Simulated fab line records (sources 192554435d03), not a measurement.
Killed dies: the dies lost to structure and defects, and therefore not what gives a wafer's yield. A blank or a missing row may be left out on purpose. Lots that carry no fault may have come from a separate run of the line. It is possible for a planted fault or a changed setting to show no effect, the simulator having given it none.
Split-lot trial -- flow n5Finfet -- 21 wafers read across 7 lots, on a route 1938 steps long

ON THE SPLIT
At N5_BEOL_M8_EXPOSE_08 (exposes mask M8), the setting doseMj was moved away from the recipe's 68.25 on 7 of the 21 wafers read, by -7.2% to +3.5%. The other wafers ran this setting at the recipe's value.

FROM THE SPLIT TO THE READING: what the file shows between them, 15 steps
- N5_BEOL_M8_PEB_09: peb time 60 s
- N5_BEOL_M8_DEVELOP_10: develop time 30 s
- N5_BEOL_M8_CD_MEAS_11: target cd 38.5 nm
- N5_BEOL_M8_DESCUM_16: chemistry O2, time 7.9 s
- N5_BEOL_M8_ETCH_61: etches SiARC in CF4, target depth 45.5 nm, time 75.8 s
- N5_BEOL_M8_ETCH_62: etches SOC in N2/H2, target depth 110 nm, overetch 22 nm, time 165 s
- N5_BEOL_M8_STRIP_68: strips in N2/H2
- N5_BEOL_M8_STRIP_67: strips in CF4
- N5_BEOL_M8_HM_OPEN_17: chemistry Cl2/BCl3, target TiN, target depth 20 nm, overetch 6 nm
- N5_BEOL_M8_STRIP_19: strips in O2
- N5_BEOL_M8_CD_MEAS_18: pitch 80 nm, target cd 40 nm
- N5_BEOL_M8_COAT_63: time 60 s, resist thk 60 nm
- N5_BEOL_M8_COAT_64: time 60 s, resist thk 12 nm
- N5_BEOL_M8_PRECLEAN_42: cleans in residue remover, time 60 s
- N5_BEOL_M8_SRD_43: time 30 s

THE READING
cdNm at N5_BEOL_M8_CD_MEAS_35, given in nm (cd target 40 nm). On this fab line, fault-free wafers typically give 40.3 nm with a standard deviation of 0.62 nm.

wafer,"tool, chamber at the split",doseMj as run,against the recipe,"cdNm, nm",against lot-mates on the recipe
L076.3,"arfiScanner-02, 0",68.25,recipe,40.3,-
L076.5,"arfiScanner-02, 0",68.25,recipe,39.6,-
L076.6,"arfiScanner-02, 0",68.25,recipe,39.2,-
L080.2,"arfiScanner-01, 0",70.41,+3.2%,42.7,+1.3
L080.5,"arfiScanner-01, 0",68.25,recipe,41.4,-
L080.6,"arfiScanner-01, 0",70.41,+3.2%,41.7,+0.3
L082.3,"arfiScanner-02, 0",68.25,recipe,41.0,-
L082.5,"arfiScanner-02, 0",68.25,recipe,40.4,-
L082.6,"arfiScanner-02, 0",70.63,+3.5%,43.4,+2.7
L084.1,"arfiScanner-01, 0",68.25,recipe,39.6,-
L084.2,"arfiScanner-01, 0",68.25,recipe,40.4,-
L084.6,"arfiScanner-01, 0",68.25,recipe,39.9,-
L094.1,"arfiScanner-02, 0",68.25,recipe,40.1,-
L094.4,"arfiScanner-02, 0",68.25,recipe,39.3,-
L094.5,"arfiScanner-02, 0",68.25,recipe,40.0,-
L089.1,"arfiScanner-02, 0",63.8,-6.5%,37.5,-3.2
L089.4,"arfiScanner-02, 0",63.8,-6.5%,37.9,-2.8
L089.6,"arfiScanner-02, 0",68.25,recipe,40.7,-
L091.3,"arfiScanner-02, 0",63.37,-7.2%,37.2,-3.2
L091.4,"arfiScanner-02, 0",63.37,-7.2%,36.1,-4.3
L091.5,"arfiScanner-02, 0",68.25,recipe,40.4,-

FIT RESULTS
A straight line over all 21 wafers: cdNm changes by +0.501 nm for each +1% of doseMj; r = +0.92; the points scatter about the line by 0.7 nm.
The same after taking each lot's own level away (the mean of its wafers on the recipe; 21 wafers): +0.486 nm for each +1%; r = +0.95; scatter 0.51 nm.
On that fit, the largest move of doseMj shifts the reading by 3.5 nm.
Measured against the standard deviation above, the lots' own levels, which go from 39.70 to 41.40 nm, span 2.7 times it.
So the lot-to-lot level changes the slope little: the two slopes agree.
Check: with one of the wafers moved furthest among these (-7.2%) left out of the fit, the line predicts -3.61 nm for it against its lot-mates. It came out at -3.2 nm against them.

THE WHOLE CHAIN: every reading that the file lists as answering this split, in the file's order
step,what it does,reading,change (the file's fit),r (the file's)
N5_BEOL_M8_CD_MEAS_11,target cd 38.5 nm,cdNm,+0.509 nm for each +1% of the setting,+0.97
N5_BEOL_M8_ETCH_61,"etches SiARC in CF4, target depth 45.5 nm, time 75.8 s","BEOL_M8.cdOffsetNm (the simulator's own value, which no gauge read)",+0.494 nm for each +1% of the setting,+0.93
N5_BEOL_M8_ETCH_62,"etches SOC in N2/H2, target depth 110 nm, overetch 22 nm, time 165 s","BEOL_M8.cdOffsetNm (the simulator's own value, which no gauge read)",+0.516 nm for each +1% of the setting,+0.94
N5_BEOL_M8_CD_MEAS_18,"pitch 80 nm, target cd 40 nm",cdNm,+0.537 nm for each +1% of the setting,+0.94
N5_BEOL_M8_CD_MEAS_35,target cd 40 nm,cdNm,+0.501 nm for each +1% of the setting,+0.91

FILE'S OWN FIT
cdNm changes by +0.501 nm for each +1% of doseMj, r = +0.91.
